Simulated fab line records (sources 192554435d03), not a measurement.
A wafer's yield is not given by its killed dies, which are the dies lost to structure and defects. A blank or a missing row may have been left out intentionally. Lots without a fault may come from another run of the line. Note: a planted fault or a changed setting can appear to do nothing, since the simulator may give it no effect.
Split-lot experiment || flow n5Finfet || 7 lots, 21 wafers read, on a route of 1938 steps

## THE SPLIT
At N5_MOL_CONTACT_COAG_COAT_75 (time 60 s, resist thk 60 nm), the setting spinRpm was moved away from the recipe's 1500 rpm on 5 of the 21 wafers read, by -9.9% to +6.7%. This setting was run at the recipe's value on the other wafers.

## FROM THE SPLIT TO THE READING: what the file shows between them, 9 steps
- N5_MOL_CONTACT_COAG_COAT_76: time 60 s, resist thk 10 nm
- N5_MOL_CONTACT_COAG_COAT_77: time 60 s, resist thk 10 nm
- N5_MOL_CONTACT_COAG_ALD_131: deposits SiO2, target thk 5 nm, pulse time 1 s, co reactant pulse time 1 s
- N5_MOL_CONTACT_COAG_ETCHBACK_132: etches SiO2 in CHF3, target depth 10 nm, time 6.7 s
- N5_MOL_CONTACT_COAG_ETCH_91: etches SOC in N2/H2, target depth 60 nm, overetch 21 nm, time 101.2 s
- N5_MOL_CONTACT_COAG_STRIP_92: strips in N2/H2
- N5_MOL_CONTACT_COAG_STRIP_93: strips in N2/H2
- N5_MOL_CONTACT_COAG_ETCHBACK_135: etches SiO2 in CHF3, target depth 25 nm, time 16.7 s
- N5_MOL_CONTACT_COAG_STRIP_118: strips in CHF3

## THE READING
SOC_of_MOL_CONTACT_COAG_COAT_75.thkNm (the simulator's own value, which no gauge read), in nm, at N5_MOL_CONTACT_COAG_VIA_ETCH_46 (etches SiO2 in C4F6/O2, target depth 46 nm, overetch 9.2 nm, time 40 s). There is no usual value for it anywhere in the file. Average 50.9 nm, standard deviation 0.23 nm, over the 16 wafers here run with the recipe.

{"wafer": "L074.4", "tool, chamber at the split": "lithoTrack-05, 0", "spinRpm as run, rpm": 1500, "against the recipe": "recipe", "SOC_of_MOL_CONTACT_COAG_COAT_75.thkNm, nm": 51, "against lot-mates on the recipe": "-"}
{"wafer": "L074.5", "tool, chamber at the split": "lithoTrack-05, 0", "spinRpm as run, rpm": 1500, "against the recipe": "recipe", "SOC_of_MOL_CONTACT_COAG_COAT_75.thkNm, nm": 51, "against lot-mates on the recipe": "-"}
{"wafer": "L074.6", "tool, chamber at the split": "lithoTrack-05, 0", "spinRpm as run, rpm": 1500, "against the recipe": "recipe", "SOC_of_MOL_CONTACT_COAG_COAT_75.thkNm, nm": 51.4, "against lot-mates on the recipe": "-"}
{"wafer": "L081.1", "tool, chamber at the split": "lithoTrack-03, 0", "spinRpm as run, rpm": 1500, "against the recipe": "recipe", "SOC_of_MOL_CONTACT_COAG_COAT_75.thkNm, nm": 51.2, "against lot-mates on the recipe": "-"}
{"wafer": "L081.5", "tool, chamber at the split": "lithoTrack-03, 0", "spinRpm as run, rpm": 1500, "against the recipe": "recipe", "SOC_of_MOL_CONTACT_COAG_COAT_75.thkNm, nm": 51, "against lot-mates on the recipe": "-"}
{"wafer": "L081.6", "tool, chamber at the split": "lithoTrack-03, 0", "spinRpm as run, rpm": 1500, "against the recipe": "recipe", "SOC_of_MOL_CONTACT_COAG_COAT_75.thkNm, nm": 50.6, "against lot-mates on the recipe": "-"}
{"wafer": "L084.2", "tool, chamber at the split": "lithoTrack-05, 0", "spinRpm as run, rpm": 1416, "against the recipe": "-5.6%", "SOC_of_MOL_CONTACT_COAG_COAT_75.thkNm, nm": 52.8, "against lot-mates on the recipe": "+2.0"}
{"wafer": "L084.4", "tool, chamber at the split": "lithoTrack-05, 0", "spinRpm as run, rpm": 1416, "against the recipe": "-5.6%", "SOC_of_MOL_CONTACT_COAG_COAT_75.thkNm, nm": 52.8, "against lot-mates on the recipe": "+2.0"}
{"wafer": "L084.6", "tool, chamber at the split": "lithoTrack-05, 0", "spinRpm as run, rpm": 1500, "against the recipe": "recipe", "SOC_of_MOL_CONTACT_COAG_COAT_75.thkNm, nm": 50.8, "against lot-mates on the recipe": "-"}
{"wafer": "L086.2", "tool, chamber at the split": "lithoTrack-04, 0", "spinRpm as run, rpm": 1500, "against the recipe": "recipe", "SOC_of_MOL_CONTACT_COAG_COAT_75.thkNm, nm": 50.8, "against lot-mates on the recipe": "-"}
{"wafer": "L086.3", "tool, chamber at the split": "lithoTrack-04, 0", "spinRpm as run, rpm": 1500, "against the recipe": "recipe", "SOC_of_MOL_CONTACT_COAG_COAT_75.thkNm, nm": 50.8, "against lot-mates on the recipe": "-"}
{"wafer": "L086.4", "tool, chamber at the split": "lithoTrack-04, 0", "spinRpm as run, rpm": 1500, "against the recipe": "recipe", "SOC_of_MOL_CONTACT_COAG_COAT_75.thkNm, nm": 50.6, "against lot-mates on the recipe": "-"}
{"wafer": "L088.2", "tool, chamber at the split": "lithoTrack-05, 0", "spinRpm as run, rpm": 1500, "against the recipe": "recipe", "SOC_of_MOL_CONTACT_COAG_COAT_75.thkNm, nm": 50.8, "against lot-mates on the recipe": "-"}
{"wafer": "L088.6", "tool, chamber at the split": "lithoTrack-05, 0", "spinRpm as run, rpm": 1500, "against the recipe": "recipe", "SOC_of_MOL_CONTACT_COAG_COAT_75.thkNm, nm": 50.8, "against lot-mates on the recipe": "-"}
{"wafer": "L088.4", "tool, chamber at the split": "lithoTrack-05, 0", "spinRpm as run, rpm": 1352, "against the recipe": "-9.9%", "SOC_of_MOL_CONTACT_COAG_COAT_75.thkNm, nm": 53.8, "against lot-mates on the recipe": "+3.0"}
{"wafer": "L093.1", "tool, chamber at the split": "lithoTrack-04, 0", "spinRpm as run, rpm": 1500, "against the recipe": "recipe", "SOC_of_MOL_CONTACT_COAG_COAT_75.thkNm, nm": 51, "against lot-mates on the recipe": "-"}
{"wafer": "L093.2", "tool, chamber at the split": "lithoTrack-04, 0", "spinRpm as run, rpm": 1500, "against the recipe": "recipe", "SOC_of_MOL_CONTACT_COAG_COAT_75.thkNm, nm": 50.8, "against lot-mates on the recipe": "-"}
{"wafer": "L093.3", "tool, chamber at the split": "lithoTrack-04, 0", "spinRpm as run, rpm": 1601, "against the recipe": "+6.7%", "SOC_of_MOL_CONTACT_COAG_COAT_75.thkNm, nm": 48.6, "against lot-mates on the recipe": -2.3}
{"wafer": "L094.2", "tool, chamber at the split": "lithoTrack-05, 0", "spinRpm as run, rpm": 1500, "against the recipe": "recipe", "SOC_of_MOL_CONTACT_COAG_COAT_75.thkNm, nm": 50.4, "against lot-mates on the recipe": "-"}
{"wafer": "L094.3", "tool, chamber at the split": "lithoTrack-05, 0", "spinRpm as run, rpm": 1500, "against the recipe": "recipe", "SOC_of_MOL_CONTACT_COAG_COAT_75.thkNm, nm": 50.8, "against lot-mates on the recipe": "-"}
{"wafer": "L094.4", "tool, chamber at the split": "lithoTrack-05, 0", "spinRpm as run, rpm": 1419, "against the recipe": "-5.4%", "SOC_of_MOL_CONTACT_COAG_COAT_75.thkNm, nm": 52, "against lot-mates on the recipe": "+1.4"}

FIT RESULTS
A straight line over all 21 wafers: SOC_of_MOL_CONTACT_COAG_COAT_75.thkNm changes by -0.309 nm for each +1% of spinRpm; r = -0.97; the points scatter about the line by 0.26 nm.
The same after taking each lot's own level away (the mean of its wafers on the recipe; 21 wafers): -0.321 nm for each +1%; r = -0.99; scatter 0.19 nm.
According to that fit, moving spinRpm by its largest amount changes the reading by 3.2 nm.
The span of the lots' own levels, 50.60 to 51.13 nm, comes to 2.3 times the standard deviation stated above.
Consequently the slope shifts little with the lot-to-lot level, the two slopes agreeing.
Check: +3.27 nm against its lot-mates is what the line predicts for one of the wafers moved furthest among these (-9.9%) when that wafer is left out of the fit. It came out at +3 nm against them.

## THE WHOLE CHAIN: every reading that the file lists as answering this split, in the file's order
{"step": "N5_MOL_CONTACT_COAG_COAT_75", "what it does": "time 60 s, resist thk 60 nm", "reading": "SOC_of_MOL_CONTACT_COAG_COAT_75.thkNm (the simulator's own value, which no gauge read)", "change (the file's fit)": "-0.3 nm for each +1% of the setting", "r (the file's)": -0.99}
{"step": "N5_MOL_CONTACT_COAG_ETCH_91", "what it does": "etches SOC in N2/H2, target depth 60 nm, overetch 21 nm, time 101.2 s", "reading": "etch.depthNm (the simulator's own value, which no gauge read)", "change (the file's fit)": "-0.3 nm for each +1% of the setting", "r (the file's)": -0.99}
{"step": "N5_MOL_CONTACT_COAG_VIA_ETCH_46", "what it does": "etches SiO2 in C4F6/O2, target depth 46 nm, overetch 9.2 nm, time 40 s", "reading": "SOC_of_MOL_CONTACT_COAG_COAT_75.thkNm (the simulator's own value, which no gauge read)", "change (the file's fit)": "-0.314 nm for each +1% of the setting", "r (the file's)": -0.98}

## FILE'S OWN FIT
SOC_of_MOL_CONTACT_COAG_COAT_75.thkNm changes by -0.314 nm for each +1% of spinRpm, r = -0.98.
